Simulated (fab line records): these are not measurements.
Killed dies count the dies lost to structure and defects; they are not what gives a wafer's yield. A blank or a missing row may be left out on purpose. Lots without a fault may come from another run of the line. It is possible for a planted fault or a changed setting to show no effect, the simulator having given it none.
Which tool did it? -- flow nand harc -- 15 lots, 45 wafers sampled, at 4 steps of a route of 1302

WHAT THE GAUGES READ, wafer by wafer
NHARC_P_ZERO_WELL_CD_MEAS_11 targets a cd of 500 nm.
lot,measured,on,cd nm (nm)
L933,day 1 21:14,cd sem-02,503.3 499.9 499.2
L934,day 2 07:15,cd sem-02,502.9 502.7 498.4
L936,day 3 03:13,cd sem-02,568.1 569.8 573.1
L938,day 3 23:14,cd sem-02,560.1 557.8 558.8
L940,day 4 19:15,cd sem-03,552.7 555.9 558.8
L945,day 6 21:07,cd sem-03,504.9 505.2 503.2
L946,day 7 07:06,cd sem-01,501.8 498.1 500.3
L947,day 7 17:08,cd sem-02,500.2 496.7 500.6
L948,day 8 03:07,cd sem-02,502.0 500.2 501.5
L949,day 8 13:14,cd sem-01,500.4 496.6 498.8
L950,day 8 23:28,cd sem-02,499.1 503.1 501.2
L951,day 9 09:15,cd sem-02,500.5 500.1 502.2
L953,day 10 05:16,cd sem-01,500.4 501.8 498.1
L954,day 10 15:14,cd sem-01,503.2 499.5 501.1
L956,day 11 11:19,cd sem-03,500.1 498.1 498.1

NHARC_P_STI_OVL_MEAS_10.
lot,measured,on,overlay x nm (nm),overlay y nm (nm)
L933,day 2 22:52,overlay-01,-3 -3 -3,7 8 7
L934,day 3 09:52,overlay-01,-8 -9 -8,2 1 1
L936,day 3 23:55,overlay-02,10 10 9,-10 -9 -10
L938,day 4 22:17,overlay-01,7 8 8,0 0 0
L940,day 5 20:22,overlay-01,-1 -1 0,-7 -7 -8
L945,day 7 19:28,overlay-02,6 6 6,2 2 2
L946,day 8 11:11,overlay-01,0 1 0,9 9 9
L947,day 8 11:20,overlay-02,3 3 3,3 3 2
L948,day 9 00:37,overlay-02,9 9 9,3 4 4
L949,day 9 10:11,overlay-02,4 4 4,0 0 0
L950,day 9 21:12,overlay-02,-5 -5 -4,6 7 7
L951,day 10 07:15,overlay-02,-1 0 -1,3 3 2
L953,day 11 03:20,overlay-01,-2 -3 -2,7 7 8
L954,day 11 14:11,overlay-02,-7 -7 -8,1 0 0
L956,day 12 09:19,overlay-02,-1 0 -1,-1 -1 -1

TOOL THAT RAN EACH LOT (tool first, then ch and the chambers of the sampled wafers, then the start)
lot,NHARC_P_ZERO_WELL_EXPOSE_08,NHARC_P_ZERO_WELL_RTA_42
L933,"krf scanner-01 ch 0, day 1 21:05","rtp anneal-01 ch 0, day 2 02:46"
L934,"krf scanner-01 ch 0, day 2 07:06","rtp anneal-01 ch 0, day 2 14:11"
L936,"krf scanner-01 ch 0, day 3 03:04","rtp anneal-01 ch 0, day 3 08:51"
L938,"krf scanner-01 ch 0, day 3 23:05","rtp anneal-02 ch 0, day 4 04:54"
L940,"krf scanner-01 ch 0, day 4 19:06","rtp anneal-01 ch 0, day 5 05:11"
L945,"krf scanner-02 ch 0, day 6 20:58","rtp anneal-01 ch 0, day 7 02:59"
L946,"krf scanner-02 ch 0, day 7 06:57","rtp anneal-01 ch 0, day 7 13:38"
L947,"krf scanner-02 ch 0, day 7 16:59","rtp anneal-02 ch 0, day 7 22:56"
L948,"krf scanner-02 ch 0, day 8 02:59","rtp anneal-01 ch 0, day 8 08:47"
L949,"krf scanner-04 ch 0, day 8 13:05","rtp anneal-01 ch 0, day 8 18:40"
L950,"krf scanner-02 ch 0, day 8 23:19","rtp anneal-01 ch 0, day 9 05:14"
L951,"krf scanner-04 ch 0, day 9 09:06","rtp anneal-01 ch 0, day 9 15:46"
L953,"krf scanner-02 ch 0, day 10 05:07","rtp anneal-02 ch 0, day 10 11:11"
L954,"krf scanner-04 ch 0, day 10 15:05","rtp anneal-01 ch 0, day 10 22:49"
L956,"krf scanner-02 ch 0, day 11 11:11","rtp anneal-02 ch 0, day 11 17:08"
- NHARC_P_ZERO_WELL_EXPOSE_08: exposes mask P ZERO, target cd 500 nm.
- NHARC_P_ZERO_WELL_RTA_42: time 300 s.

WHAT THE TOOLS THEMSELVES READ (means of the sampled wafers that have a number; where no wafer has one, the mark that the record gives instead)
NHARC_P_ZERO_WELL_EXPOSE_08.
lot,tool,exposure dose mJ cm2,stage vel mm s (mm/s)
L933,krf scanner-01,33.84,500.25
L934,krf scanner-01,33.78,500.06
L936,krf scanner-01,49.47,499.96
L938,krf scanner-01,46.34,500.07
L940,krf scanner-01,46.15,499.95
L945,krf scanner-02,33.74,500.01
L946,krf scanner-02,33.74,500.29
L947,krf scanner-02,33.74,499.60
L948,krf scanner-02,33.74,500.23
L949,krf scanner-04,33.79,499.58
L950,krf scanner-02,33.75,499.89
L951,krf scanner-04,33.78,500.42
L953,krf scanner-02,33.69,500.46
L954,krf scanner-04,33.75,499.82
L956,krf scanner-02,33.73,500.25

NHARC_P_ZERO_WELL_RTA_42.
lot,tool,lamp power pct (%),lamp_zone_1_pct (%),lamp_zone_3_pct (%),lamp_zone_4_pct (%),wafer_temp_C_max
L933,rtp anneal-01,37.0,37.0,37.0,37.1,1107.8
L934,rtp anneal-01,36.9,36.9,36.9,36.9,1106.1
L936,rtp anneal-01,37.0,37.0,37.0,37.0,1108.7
L938,rtp anneal-02,33.3,33.4,33.3,33.3,1106.1
L940,rtp anneal-01,37.0,37.0,37.0,37.0,1108.6
L945,rtp anneal-01,37.0,37.1,37.1,37.0,1108.2
L946,rtp anneal-01,37.0,36.9,37.0,37.0,1107.9
L947,rtp anneal-02,33.3,33.3,33.3,33.3,1104.8
L948,rtp anneal-01,37.0,37.0,37.0,37.0,1108.9
L949,rtp anneal-01,37.0,37.0,37.0,37.0,1108.8
L950,rtp anneal-01,37.0,37.0,37.0,37.0,1108.3
L951,rtp anneal-01,36.9,37.0,37.0,37.0,1106.9
L953,rtp anneal-02,33.4,33.4,33.4,33.4,1105.1
L954,rtp anneal-01,37.0,36.9,36.9,37.0,1107.0
L956,rtp anneal-02,33.4,33.3,33.4,33.3,1105.2

THE ANSWER, worked out from the rows above alone
Rule: the usual values come from the lots themselves. Put in order of their means at a reading, lots are off if they are a third of the lots or fewer, leave a main group of 4 or more, and stand apart from it by a gap of 3 or more times the standard deviation of the main group's means; of several such gaps the widest counts. The tables above print the reading to a certain number of digits; a main group whose means all agree to those digits is not used. Also off: a lot with no number at a reading for which 4 or more lots have one. The other lots that the step has rows for count as sound. The gauges are gone through in route order, then the tools' own readings, and for those a lot's mean is taken as printed above. At the first step where some lot is off, the reading lying furthest off is the one used; lots without a number count as furthest.
Off: L936, L938, L940 (NHARC_P_ZERO_WELL_CD_MEAS_11, cd nm). The main group has a mean of 500.7 nm with a standard deviation of 1.5.
If a tool, at a process step before that reading, ran all the lots that are off and no sound lot after the first of them, it fits. The gauges at NHARC_P_ZERO_WELL_CD_MEAS_11 aren't tried: what is off there is off at NHARC_P_ZERO_WELL_EXPOSE_08 too, on other tools, and a gauge's error can't cause that. One fits: krf scanner-01 at NHARC_P_ZERO_WELL_EXPOSE_08. Its last sound lot is L934 (day 2 07:06), its first lot that is off L936 (day 3 03:04): a fault that began between those two fits.
The tool's own readings at NHARC_P_ZERO_WELL_EXPOSE_08 bear it out: on the lots that are off they differ by more than 5 times the standard deviation of the sound lots' means. exposure dose mJ cm2 reads 47.32 there against 33.76 on the sound lots.

WHAT THE SIMULATOR HAD INSERTED
Process parameter drift: krf scanner-01, from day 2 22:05 on, at NHARC_P_ZERO_WELL_EXPOSE_08. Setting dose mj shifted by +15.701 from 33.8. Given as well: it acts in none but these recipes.
Shown lots that were struck: L936, L938, L940. The same result came from the rule above.
